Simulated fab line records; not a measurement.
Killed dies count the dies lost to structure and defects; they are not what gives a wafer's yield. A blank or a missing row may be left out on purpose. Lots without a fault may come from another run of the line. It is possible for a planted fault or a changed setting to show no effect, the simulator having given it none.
Matching of chambers    flow nand harc    pecvd-03 running NHARC_A_BONDPAD_DEP_00: 3 sister chambers
The step deposits SiCN, target thk 250 nm. 3 wafers are shown with their chamber, then 11 later ones without.

## WAFERS, EACH WITH ITS CHAMBER
wafer   chamber  heater power w (W)
L091.2  2        494
L091.4  1        591
L090.2  0        600

## WAFERS WHOSE CHAMBER IS MISSING
wafer   heater power w (W)
L090.4  528
L090.5  631
L090.1  526
L090.3  462
L090.6  474
L096.2  620
L096.5  526
L096.6  582
L097.2  554
L097.3  564
L097.6  411

## WHICH CHAMBER EACH WENT THROUGH
wafer    from the rows above            in truth
L090.4   can't be placed: 2 or 1 or 0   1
L090.5   can't be placed: 0 or 1        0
L090.1   can't be placed: 2 or 1 or 0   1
L090.3   2                              2
L090.6   2                              2
L096.2   can't be placed: 0 or 1        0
L096.5   can't be placed: 2 or 1 or 0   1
L096.6   can't be placed: 1 or 0        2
L097.2   can't be placed: 1 or 0 or 2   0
L097.3   can't be placed: 1 or 0 or 2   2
L097.6   2                              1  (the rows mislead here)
Correctly placed: 2 of 11. Unplaceable from these rows: 8, with the true chamber sitting among the candidates in 7. Number placed wrongly: 1.
How it was worked out, from the rows above alone: a wafer's distance from a chamber is the root of the sum, over the readings, of the square of ((its reading less the chamber's mean) divided by the reading's scatter). If the next closest chamber is less than 2 further off than the closest, the wafer can't be placed; otherwise it belongs to the closest. Each chamber's mean is taken over the wafers shown for it. The scatter (one wafer shown for each chamber): square how far every hidden wafer sits from the nearest shown wafer, average those squares and take the square root.
